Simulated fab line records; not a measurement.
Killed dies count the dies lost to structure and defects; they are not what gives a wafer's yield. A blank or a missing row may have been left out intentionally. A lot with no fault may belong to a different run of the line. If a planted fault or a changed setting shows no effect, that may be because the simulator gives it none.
fab line records + flow nandHarc
record
- lots=13
- wafers=39
- lastDay=24
route steps=1159 shown A_STAIRCASE@551 END@1159
lots that met no fault: taken from a fault-free run of the same line
startH: hours from the record's opening day to when the first of the lot's shown wafers began + waitH: hours elapsed since this lot's preceding step + " the same as in the row above + L1.1+2: one row covering several wafers at once + - no value, or no start given + * or withheld: withheld + < > ~ a bound
route shown NAME@n: names a module that has steps shown in the file, with the first one's number in the route + usual: mean/standard deviation taken from wafers without a fault + same: alike in all rows + chamber/n: place in a boat + sites: each site's reading + _std_site: the values' standard deviation + _edge_site: outer sites' mean less inner sites' + radiusMm: for every site, how far away it sits from the centre of the wafer + mask NAME#n: copy n + behind: the most recent tool/chamber to have shaped the wafer + hold: reason for holding the lot/hours on hold/outcome of the hold + device: names the non-switching transistor (n, p or np) + end of line: the tests these same wafers got at the end of their route + step lacking rows: just its recipe + killed: dies that structure and defects cost at the first sort, which is not the same as the wafer's yield + map: a wafer's dies, marking killed ones x, the rest . and places with no die _
set.NAME: the setting as run; set.NAME@STEP: as run at that earlier step + model.NAME: the simulator's own value behind a step, which no gauge read
steps of the route over a sample of lots; a table a step, a row a wafer
services: from which hour (startH, from the record's first day; less than 0 if before it) a tool's chamber was out of use, for how many hours, and why
## steps
# step NHARC_A_STAIRCASE_ETCH_15
# recipe
- targetDepthA=1000
- timeS=40.5
- ionEnergyEv=400
- c4f8FlowSccm=20
- o2FlowSccm=10
- arFlowSccm=withheld
- rfW=600
- biasW=1000
- chemistry=C4F8/O2
# usual
- oesProductAu=0.941/0.011
- rfVppV=898/5.5
| lot.wafer | tool       | chamber | startH | waitH | oesProductAu | rfHoursCounterH | rfVppV |
|-----------|------------|---------|--------|-------|--------------|-----------------|--------|
| L638.3    | rieDiel-05 | 0       | -      | -     | 0.951        | 22              | 906    |
| L638.2    | "          | 1       | "      | "     | 0.954        | 24              | 898    |
| L638.5    | "          | 1       | "      | "     | 0.954        | -               | 898    |
| L640.4    | rieDiel-07 | 3       | -      | -     | 0.945        | 4               | 906    |
| L640.6    | "          | 3       | "      | "     | 0.953        | -               | 904    |
| L640.5    | "          | 0       | "      | "     | 0.950        | -               | 895    |
| L641.1    | rieDiel-05 | 1       | -      | -     | 0.937        | 30              | 897    |
| L641.4    | "          | 2       | "      | "     | 0.942        | 31              | 907    |
| L641.6    | "          | 1       | "      | "     | 0.936        | -               | 898    |
| L643.3    | rieDiel-04 | 0       | -      | -     | 0.944        | 55              | 901    |
| L643.1    | "          | 1       | "      | "     | 0.930        | 60              | 888    |
| L643.6    | "          | 3       | "      | "     | 0.937        | -               | 899    |
| L644.3    | rieDiel-05 | 1       | -      | -     | 0.931        | 43              | 897    |
| L644.2    | "          | 3       | "      | "     | 0.942        | 44              | 901    |
| L644.4    | "          | 0       | "      | "     | 0.920        | 43              | 905    |
| L650.1    | rieDiel-07 | 1       | -      | -     | 0.957        | 20              | 888    |
| L650.2    | "          | 2       | "      | "     | 0.948        | 30              | 895    |
| L650.4    | "          | 0       | "      | "     | 0.946        | 25              | 894    |
| L651.4    | rieDiel-04 | 3       | -      | -     | 0.932        | 4               | 897    |
| L651.1    | "          | 1       | "      | "     | 0.952        | 4               | 888    |
| L651.5    | "          | 2       | "      | "     | 0.933        | -               | 896    |
| L652.4    | rieDiel-05 | 2       | -      | -     | 0.943        | 57              | 905    |
| L652.3    | "          | 3       | "      | "     | 0.936        | 55              | 899    |
| L652.2    | "          | 0       | "      | "     | 0.927        | 55              | 903    |
| L653.3    | rieDiel-04 | 3       | -      | -     | 0.926        | 9               | 898    |
| L653.4    | "          | 0       | "      | "     | 0.938        | 9               | 901    |
| L653.5    | "          | 1       | "      | "     | 0.952        | -               | 887    |
| L655.4    | rieDiel-04 | 0       | -      | -     | 0.969        | 14              | 900    |
| L655.1    | "          | 1       | "      | "     | 0.969        | 14              | 887    |
| L655.3    | "          | 2       | "      | "     | 0.938        | 14              | 895    |
| L657.4    | rieDiel-07 | 1       | -      | -     | 0.936        | 33              | 887    |
| L657.1    | "          | 2       | "      | "     | 0.940        | 42              | 895    |
| L657.6    | "          | 2       | "      | "     | 0.947        | -               | 897    |
| L659.4    | rieDiel-04 | 1       | -      | -     | 0.965        | 20              | 888    |
| L659.2    | "          | 2       | "      | "     | 0.946        | 22              | 896    |
| L659.1    | "          | 3       | "      | "     | 0.944        | 22              | 898    |
| L661.3    | rieDiel-05 | 1       | -      | -     | 0.944        | 8               | 896    |
| L661.5    | "          | 2       | "      | "     | 0.935        | -               | 905    |
| L661.6    | "          | 3       | "      | "     | 0.939        | -               | 899    |
# step NHARC_A_STAIRCASE_TRIM_16
# recipe
- timeS=211.2
- o2FlowSccm=500
- arFlowSccm=0
- biasW=0
- chemistry=O2
# usual
- biasW=0/0
- chamberPressureMTorr=60.00/0.056
- drypumpMotorCurrentA=5.7/0.48
- oesProductAu=1.002/0.0081
- rfVppV=57.9/0.89
- showerheadPlenumPTorr=3.58/0.15
- throttleValvePct=17.036/0.0091
| lot.wafer | tool       | chamber | startH | waitH | biasW | chamberPressureMTorr | drypumpMotorCurrentA | oesProductAu | rfHoursCounterH | rfVppV | showerheadPlenumPTorr | throttleValvePct |
|-----------|------------|---------|--------|-------|-------|----------------------|----------------------|--------------|-----------------|--------|-----------------------|------------------|
| L638.3    | rieDiel-05 | 2       | 231.36 | -     | 0     | 59.98                | 6.3                  | 0.998        | 24              | 57.5   | 3.79                  | 17.049           |
| L638.2    | "          | 3       | "      | "     | 0     | 60.02                | 5.0                  | 1.016        | 23              | 58.4   | 3.67                  | 17.031           |
| L638.5    | "          | 2       | "      | "     | 0     | 60.03                | 6.3                  | 1.001        | -               | 57.8   | 3.79                  | 17.038           |
| L640.4    | rieDiel-07 | 2       | 251.57 | -     | 0     | 59.98                | 4.9                  | 1.000        | 5               | 57.3   | 3.53                  | 17.025           |
| L640.6    | "          | 2       | "      | "     | 0     | 59.98                | 4.9                  | 0.998        | -               | 59.0   | 3.53                  | 17.038           |
| L640.5    | "          | 3       | "      | "     | 0     | 59.94                | 5.7                  | 1.011        | -               | 60.1   | 3.81                  | 17.043           |
| L641.4    | rieDiel-05 | 1       | 251.73 | -     | 0     | 59.93                | 6.1                  | 1.004        | 30              | 58.5   | 3.56                  | 17.053           |
| L641.1    | "          | 2       | "      | "     | 0     | 59.99                | 6.3                  | 1.005        | 31              | 57.1   | 3.79                  | 17.035           |
| L641.6    | "          | 1       | "      | "     | 0     | 60.06                | 6.1                  | 1.017        | -               | 58.2   | 3.56                  | 17.041           |
| L643.1    | rieDiel-04 | 1       | 265.99 | -     | 0     | 60.02                | 5.8                  | 0.998        | 60              | 57.0   | 3.33                  | 17.040           |
| L643.3    | "          | 2       | "      | "     | 0     | 59.94                | 6.0                  | 0.995        | 60              | 58.8   | 3.52                  | 17.050           |
| L643.6    | "          | 1       | "      | "     | 0     | 60.00                | 5.8                  | 1.002        | -               | 58.0   | 3.33                  | 17.041           |
| L644.4    | rieDiel-05 | 0       | 286.56 | -     | 0     | 59.90                | 5.3                  | 0.986        | 43              | 56.8   | 3.75                  | 17.032           |
| L644.2    | "          | 2       | "      | "     | 0     | 60.01                | 6.4                  | 1.005        | 44              | 59.5   | 3.78                  | 17.045           |
| L644.3    | "          | 3       | "      | "     | 0     | 60.02                | 5.0                  | 1.019        | 44              | 58.1   | 3.66                  | 17.044           |
| L650.4    | rieDiel-07 | 1       | 313.23 | -     | -     | -                    | -                    | -            | -               | -      | -                     | -                |
| L650.2    | "          | 2       | "      | "     | -     | -                    | -                    | -            | -               | -      | -                     | -                |
| L650.1    | "          | 0       | "      | "     | -     | -                    | -                    | -            | -               | -      | -                     | -                |
| L651.1    | rieDiel-04 | 2       | 313.58 | -     | -     | -                    | -                    | -            | -               | -      | -                     | -                |
| L651.4    | "          | 3       | "      | "     | -     | -                    | -                    | -            | -               | -      | -                     | -                |
| L651.5    | "          | 2       | "      | "     | -     | -                    | -                    | -            | -               | -      | -                     | -                |
| L652.3    | rieDiel-05 | 0       | 322.85 | -     | -     | -                    | -                    | -            | -               | -      | -                     | -                |
| L652.2    | "          | 1       | "      | "     | -     | -                    | -                    | -            | -               | -      | -                     | -                |
| L652.4    | "          | 2       | "      | "     | -     | -                    | -                    | -            | -               | -      | -                     | -                |
| L653.4    | rieDiel-04 | 1       | 323.07 | -     | 0     | 60.03                | 5.9                  | 1.011        | 9               | 58.1   | 3.32                  | 17.030           |
| L653.3    | "          | 2       | "      | "     | 0     | 59.99                | 6.0                  | 1.003        | 9               | 58.2   | 3.51                  | 17.030           |
| L653.5    | "          | 0       | "      | "     | 0     | 59.95                | 6.3                  | 0.999        | -               | 59.0   | 3.64                  | 17.038           |
| L655.4    | rieDiel-04 | 1       | 337.60 | -     | 0     | 59.96                | 5.9                  | 1.010        | 14              | 56.0   | 3.32                  | 17.056           |
| L655.1    | "          | 2       | "      | "     | 0     | 59.92                | 5.9                  | 1.006        | 14              | 57.6   | 3.51                  | 17.041           |
| L655.3    | "          | 3       | "      | "     | 0     | 59.91                | 5.9                  | 0.999        | 14              | 58.0   | 3.58                  | 17.033           |
| L657.1    | rieDiel-07 | 3       | 342.60 | -     | 0     | 60.02                | 5.7                  | 1.010        | 37              | 59.8   | 3.79                  | 17.035           |
| L657.4    | "          | 1       | "      | "     | 0     | 59.96                | 6.1                  | 1.001        | 33              | 58.3   | 3.32                  | 17.041           |
| L657.6    | "          | 0       | "      | "     | 0     | 60.02                | 5.3                  | 1.001        | -               | 58.2   | 3.45                  | 17.029           |
| L659.1    | rieDiel-04 | 0       | 352.65 | -     | 0     | 60.09                | 6.2                  | 1.015        | 21              | 59.0   | 3.63                  | 17.031           |
| L659.4    | "          | 1       | "      | "     | 0     | 59.96                | 5.9                  | 1.018        | 20              | 56.9   | 3.31                  | 17.027           |
| L659.2    | "          | 2       | "      | "     | 0     | 60.12                | 6.0                  | 1.003        | 22              | 56.6   | 3.50                  | 17.050           |
| L661.3    | rieDiel-05 | 2       | 369.12 | -     | 0     | 60.09                | 6.3                  | 0.997        | 6               | 58.2   | 3.77                  | 17.033           |
| L661.6    | "          | 2       | "      | "     | 0     | 59.95                | 6.3                  | 0.997        | -               | 58.2   | 3.77                  | 17.024           |
| L661.5    | "          | 3       | "      | "     | 0     | 59.97                | 5.0                  | 1.011        | -               | 58.5   | 3.64                  | 17.038           |
# step NHARC_A_STAIRCASE_ETCH_17
# recipe
- targetDepthA=1000
- timeS=40.5
- ionEnergyEv=400
- c4f8FlowSccm=20
- o2FlowSccm=10
- arFlowSccm=withheld
- rfW=600
- biasW=1000
- chemistry=C4F8/O2
# usual
- oesProductAu=0.943/0.011
- rfVppV=898/5.3
| lot.wafer | tool       | chamber | startH | waitH | oesProductAu | rfHoursCounterH | rfVppV |
|-----------|------------|---------|--------|-------|--------------|-----------------|--------|
| L638.3    | rieDiel-05 | 0       | -      | -     | 0.947        | 23              | 904    |
| L638.2    | "          | 2       | "      | "     | 0.930        | 25              | 905    |
| L638.5    | "          | 0       | "      | "     | 0.943        | -               | 905    |
| L640.4    | rieDiel-07 | 0       | -      | -     | 0.950        | 5               | 894    |
| L640.5    | "          | 3       | "      | "     | 0.948        | -               | 904    |
| L640.6    | "          | 0       | "      | "     | 0.955        | -               | 894    |
| L641.4    | rieDiel-05 | 3       | -      | -     | 0.944        | 31              | 902    |
| L641.1    | "          | 1       | "      | "     | 0.945        | 31              | 895    |
| L641.6    | "          | 2       | "      | "     | 0.941        | -               | 906    |
| L643.3    | rieDiel-04 | 0       | -      | -     | 0.938        | 55              | 900    |
| L643.1    | "          | 1       | "      | "     | 0.924        | 60              | 889    |
| L643.6    | "          | 1       | "      | "     | 0.935        | -               | 887    |
| L644.4    | rieDiel-05 | 1       | -      | -     | 0.937        | 44              | 896    |
| L644.3    | "          | 2       | "      | "     | 0.963        | 45              | 905    |
| L644.2    | "          | 3       | "      | "     | 0.962        | 44              | 901    |
| L650.4    | rieDiel-07 | 1       | -      | -     | 0.953        | 21              | 889    |
| L650.1    | "          | 2       | "      | "     | 0.955        | 30              | 896    |
| L650.2    | "          | 0       | "      | "     | 0.944        | 25              | 894    |
| L651.4    | rieDiel-04 | 3       | -      | -     | 0.945        | 4               | 898    |
| L651.1    | "          | 2       | "      | "     | 0.943        | 4               | 895    |
| L651.5    | "          | 3       | "      | "     | 0.940        | -               | 897    |
| L652.4    | rieDiel-05 | 1       | -      | -     | 0.961        | 57              | 895    |
| L652.2    | "          | 2       | "      | "     | 0.946        | 58              | 904    |
| L652.3    | "          | 3       | "      | "     | 0.947        | 56              | 902    |
| L653.4    | rieDiel-04 | 2       | -      | -     | 0.930        | 9               | 894    |
| L653.3    | "          | 3       | "      | "     | 0.928        | 9               | 898    |
| L653.5    | "          | 0       | "      | "     | 0.938        | -               | 900    |
| L655.4    | rieDiel-04 | 0       | -      | -     | 0.976        | 14              | 899    |
| L655.1    | "          | 2       | "      | "     | 0.948        | 14              | 894    |
| L655.3    | "          | 3       | "      | "     | 0.950        | 14              | 898    |
| L657.4    | rieDiel-07 | 1       | -      | -     | 0.927        | 33              | 888    |
| L657.1    | "          | 2       | "      | "     | 0.936        | 43              | 895    |
| L657.6    | "          | 1       | "      | "     | 0.929        | -               | 888    |
| L659.2    | rieDiel-04 | 2       | -      | -     | 0.932        | 22              | 895    |
| L659.4    | "          | 3       | "      | "     | 0.928        | 22              | 897    |
| L659.1    | "          | 0       | "      | "     | 0.941        | 21              | 899    |
| L661.3    | rieDiel-05 | 1       | -      | -     | 0.948        | 8               | 896    |
| L661.5    | "          | 1       | "      | "     | 0.940        | -               | 894    |
| L661.6    | "          | 2       | "      | "     | 0.938        | -               | 904    |
# step NHARC_A_STAIRCASE_ETCH_25
# recipe
- targetDepthA=1000
- timeS=40.5
- ionEnergyEv=400
- c4f8FlowSccm=20
- o2FlowSccm=10
- arFlowSccm=withheld
- rfW=600
- biasW=1000
- chemistry=C4F8/O2
# usual
- oesProductAu=0.944/0.011
- rfVppV=898/5.3
| lot.wafer | tool       | chamber | startH | waitH | oesProductAu | rfHoursCounterH | rfVppV |
|-----------|------------|---------|--------|-------|--------------|-----------------|--------|
| L638.3    | rieDiel-05 | 2       | -      | -     | 0.923        | 26              | 906    |
| L638.2    | "          | 1       | "      | "     | 0.955        | 25              | 898    |
| L638.5    | "          | 3       | "      | "     | 0.944        | -               | 900    |
| L640.4    | rieDiel-05 | 0       | -      | -     | 0.933        | 31              | 905    |
| L640.5    | "          | 2       | "      | "     | 0.940        | -               | 906    |
| L640.6    | "          | 3       | "      | "     | 0.937        | -               | 901    |
| L641.1    | rieDiel-04 | 1       | -      | -     | 0.920        | 56              | 888    |
| L641.4    | "          | 3       | "      | "     | 0.934        | 38              | 899    |
| L641.6    | "          | 1       | "      | "     | 0.942        | -               | 889    |
| L643.3    | rieDiel-04 | 2       | -      | -     | 0.937        | 60              | 896    |
| L643.1    | "          | 0       | "      | "     | 0.936        | 56              | 900    |
| L643.6    | "          | 1       | "      | "     | 0.933        | -               | 887    |
| L644.3    | rieDiel-05 | 0       | -      | -     | 0.931        | 44              | 904    |
| L644.2    | "          | 1       | "      | "     | 0.939        | 45              | 896    |
| L644.4    | "          | 2       | "      | "     | 0.936        | 45              | 904    |
| L650.2    | rieDiel-05 | 0       | -      | -     | 0.949        | 53              | 905    |
| L650.1    | "          | 2       | "      | "     | 0.940        | 55              | 905    |
| L650.4    | "          | 3       | "      | "     | 0.954        | 54              | 899    |
| L651.1    | rieDiel-04 | 3       | -      | -     | 0.941        | 5               | 898    |
| L651.4    | "          | 0       | "      | "     | 0.952        | 5               | 902    |
| L651.5    | "          | 0       | "      | "     | 0.959        | -               | 901    |
| L652.4    | rieDiel-04 | 3       | -      | -     | 0.941        | 10              | 900    |
| L652.3    | "          | 0       | "      | "     | 0.937        | 10              | 900    |
| L652.2    | "          | 1       | "      | "     | 0.946        | 10              | 888    |
| L653.4    | rieDiel-05 | 1       | -      | -     | 0.943        | 58              | 896    |
| L653.3    | "          | 2       | "      | "     | 0.928        | 59              | 904    |
| L653.5    | "          | 1       | "      | "     | 0.949        | -               | 895    |
| L655.3    | rieDiel-04 | 3       | -      | -     | 0.945        | 14              | 898    |
| L655.4    | "          | 0       | "      | "     | 0.962        | 14              | 899    |
| L655.1    | "          | 1       | "      | "     | 0.956        | 14              | 888    |
| L657.4    | rieDiel-07 | 2       | -      | -     | 0.962        | 43              | 896    |
| L657.1    | "          | 0       | "      | "     | 0.933        | 38              | 893    |
| L657.6    | "          | 3       | "      | "     | 0.951        | -               | 906    |
| L659.4    | rieDiel-07 | 3       | -      | -     | 0.937        | 43              | 905    |
| L659.2    | "          | 1       | "      | "     | 0.961        | 38              | 889    |
| L659.1    | "          | 2       | "      | "     | 0.944        | 49              | 894    |
| L661.3    | rieDiel-04 | 0       | -      | -     | 0.956        | 27              | 899    |
| L661.5    | "          | 1       | "      | "     | 0.977        | -               | 888    |
| L661.6    | "          | 2       | "      | "     | 0.952        | -               | 895    |
# step NHARC_END_SORT_01
# recipe
- tempC=25
# usual
- killedAtArray=27/12
- killedAtOther=0.8/1
- killedAtPeriphery=4.0/2.5
- killedDies=32/11
- killedOpen=3.3/1.8
- killedShort=2.0/1.5
# same
- grossDies=677
| lot.wafer | tool      | chamber | startH | waitH | killedAtArray | killedAtOther | killedAtPeriphery | killedDies | killedOpen | killedShort |
|-----------|-----------|---------|--------|-------|---------------|---------------|-------------------|------------|------------|-------------|
| L650.1    | prober-02 | 0       | 504.21 | 2.5   | 675           | 0             | 2                 | 677        | 3          | 2           |
| L650.2    | prober-02 | 0       | 505.00 | 2.8   | 671           | 2             | 4                 | 677        | 4          | 6           |
| L650.4    | prober-02 | 0       | 506.59 | 3.4   | 675           | 0             | 2                 | 677        | 4          | 0           |
| L651.1    | prober-01 | 0       | 507.74 | 2.5   | 676           | 0             | 1                 | 677        | 1          | 1           |
| L651.4    | prober-01 | 0       | 510.10 | 3.4   | 674           | 0             | 3                 | 677        | 3          | 2           |
| L651.5    | prober-01 | 0       | 510.88 | 3.6   | 675           | 0             | 2                 | 677        | 3          | 1           |
| L652.2    | prober-02 | 0       | 513.64 | 2.9   | 671           | 1             | 5                 | 677        | 4          | 3           |
| L652.3    | prober-02 | 0       | 514.45 | 3.2   | 673           | 0             | 4                 | 677        | 4          | 4           |
| L652.4    | prober-02 | 0       | 515.26 | 3.5   | 670           | 0             | 7                 | 677        | 1          | 4           |
# killed by level:class
L650.1 A_STAIRCASE:areaTrim=644 A_CHANNEL_HOLE_D1:chamberFilmFlake=13 A_SLIT:chamberFilmFlake=10 A_WL_FILL:chamberFilmFlake=2 P_CONTACT:geometricParticle:short=1 P_M0:geometricParticle:open=1 A_CHANNEL_FILL_D1:geometricParticle:short=1 A_CONTACT:geometricParticle:open=1
L650.2 A_STAIRCASE:areaTrim=625 A_CHANNEL_HOLE_D1:chamberFilmFlake=21 A_SLIT:chamberFilmFlake=10 A_STAIRCASE:chamberFilmFlake=4 P_CONTACT:geometricParticle:short=2 A_WL_FILL:geometricParticle:short=2 A_CONTACT:chamberFilmFlake=2 P_CONTACT:geometricParticle:open=1
L650.4 A_STAIRCASE:areaTrim=635 A_CHANNEL_HOLE_D1:chamberFilmFlake=21 A_SLIT:chamberFilmFlake=14 A_CONTACT:chamberFilmFlake=2 P_GATE:geometricParticle:open=1 P_M0:geometricParticle:open=1 A_ONON_D1:geometricParticle:open=1 A_CHANNEL_FILL_D1:geometricParticle:open=1
L651.1 A_STAIRCASE:areaTrim=661 A_CHANNEL_HOLE_D1:chamberFilmFlake=5 A_CONTACT:chamberFilmFlake=4 A_BLC:chamberFilmFlake=3 A_STAIRCASE:geometricParticle:open=1 A_CONTACT:geometricParticle:short=1 P_GATE:chamberFilmFlake=1 A_STAIRCASE:chamberFilmFlake=1
L651.4 A_STAIRCASE:areaTrim=645 A_CHANNEL_HOLE_D1:chamberFilmFlake=8 A_STAIRCASE:chamberFilmFlake=8 A_BLC:chamberFilmFlake=7 P_M0:geometricParticle:open=1 P_M0:geometricParticle:short=1 A_SGD_CUT:geometricParticle:short=1 A_WL_FILL:geometricParticle:open=1
L651.5 A_STAIRCASE:areaTrim=666 A_CHANNEL_HOLE_D1:chamberFilmFlake=5 A_M1:geometricParticle:open=2 P_GATE:chamberFilmFlake=2 A_SGD_CUT:geometricParticle:short=1 A_BLC:geometricParticle:open=1
L652.2 A_STAIRCASE:areaTrim=632 A_SLIT:chamberFilmFlake=14 A_CHANNEL_HOLE_D1:chamberFilmFlake=14 P_M0:chamberFilmFlake=2 A_CHANNEL_FILL_D1:chamberFilmFlake=2 A_WL_FILL:chamberFilmFlake=2 A_CONTACT:chamberFilmFlake=2 P_CONTACT:geometricParticle:open=1
L652.3 A_STAIRCASE:areaTrim=625 A_CHANNEL_HOLE_D1:chamberFilmFlake=17 A_SLIT:chamberFilmFlake=9 A_STAIRCASE:chamberFilmFlake=7 A_CONTACT:chamberFilmFlake=5 P_M0:chamberFilmFlake=2 A_WL_FILL:chamberFilmFlake=2 P_STI:geometricParticle:short=1
L652.4 A_STAIRCASE:areaTrim=639 A_CHANNEL_HOLE_D1:chamberFilmFlake=14 A_SLIT:chamberFilmFlake=7 P_M0:chamberFilmFlake=3 A_WL_FILL:chamberFilmFlake=3 A_STAIRCASE:chamberFilmFlake=2 P_GATE:geometricParticle:short=1 P_M1:geometricParticle:short=1
## services
| tool       | chamber | startH | hours | kind      |
|------------|---------|--------|-------|-----------|
| rieDiel-04 | 0       | 218.92 | -     | clean     |
| rieDiel-04 | 1       | 218.92 | -     | clean     |
| rieDiel-04 | 2       | 218.92 | -     | clean     |
| rieDiel-04 | 3       | 218.92 | -     | clean     |
| rieDiel-07 | -       | 228.70 | 9.0   | pm        |
| rieDiel-04 | 0       | 243.42 | -     | clean     |
| rieDiel-04 | 1       | 243.42 | -     | clean     |
| rieDiel-04 | 2       | 243.42 | -     | clean     |
| rieDiel-04 | 3       | 243.42 | -     | clean     |
| rieDiel-05 | 0       | 250.14 | 1.2   | repair    |
| rieDiel-07 | 3       | 259.11 | 11.9  | repair    |
| rieDiel-07 | 0       | 266.82 | 8.3   | repair    |
| rieDiel-04 | 0       | 267.92 | -     | clean     |
| rieDiel-04 | 1       | 267.92 | -     | clean     |
| rieDiel-04 | 2       | 267.92 | -     | clean     |
| rieDiel-04 | 3       | 267.92 | -     | clean     |
| rieDiel-04 | 1       | 269.64 | 10.0  | repair    |
| rieDiel-07 | 1       | 284.16 | 23.1  | repair    |
| rieDiel-04 | -       | 288.90 | 9.0   | pm        |
| rieDiel-04 | 0       | 288.90 | 9.0   | ventCycle |
| rieDiel-04 | 1       | 288.90 | 11.2  | ventCycle |
| rieDiel-04 | 2       | 288.90 | 9.0   | ventCycle |
| rieDiel-04 | 3       | 288.90 | 9.0   | ventCycle |
| rieDiel-05 | -       | 340.63 | 9.0   | pm        |
## key
firstSign
- step=NHARC_A_STAIRCASE_TRIM_16
- reading=toolRecord
- direction=missing
effect
- step=NHARC_END_SORT_01
- reading=killedDies
- direction=up
- sigmas=58
- usual=32
- struck=677
moreKillsBornAt
- NHARC_A_STAIRCASE_TRIM_16@rieDiel-04=1972
- NHARC_A_STAIRCASE_TRIM_16@rieDiel-07=1903
- NHARC_A_STAIRCASE_TRIM_16@rieDiel-05=1897
metAt NHARC_A_STAIRCASE_TRIM_16
struckLots L650,L651,L652
laterRowsLeftOut L650.1,L650.2,L650.4,L651.1,L651.4,L651.5,L652.2,L652.3,L652.4
testerLeftOut L650,L651,L652
notActingAt NHARC_A_STAIRCASE_ETCH_15,NHARC_A_STAIRCASE_ETCH_17,NHARC_A_STAIRCASE_ETCH_25
onsetBetween 286.56 313.23
fault
- kind=skippedStepWhole
- tool=rieDiel-04,rieDiel-05,rieDiel-07
- chamber=-
- onsetH=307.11
- steps=NHARC_A_STAIRCASE_TRIM_16
- scope=struckLotsOnly
# testerLeftOut: of these lots the tester's yield and bins aren't shown, on N5 and GAA mostly nor the transistor test; their killed dies are dies lost to structure and defects alone, not to doping, threshold or leakage, so they don't give the yield
# laterRowsLeftOut: the simulator's readings of these wafers behind a module that went badly wrong aren't trusted and aren't shown, but for the sort
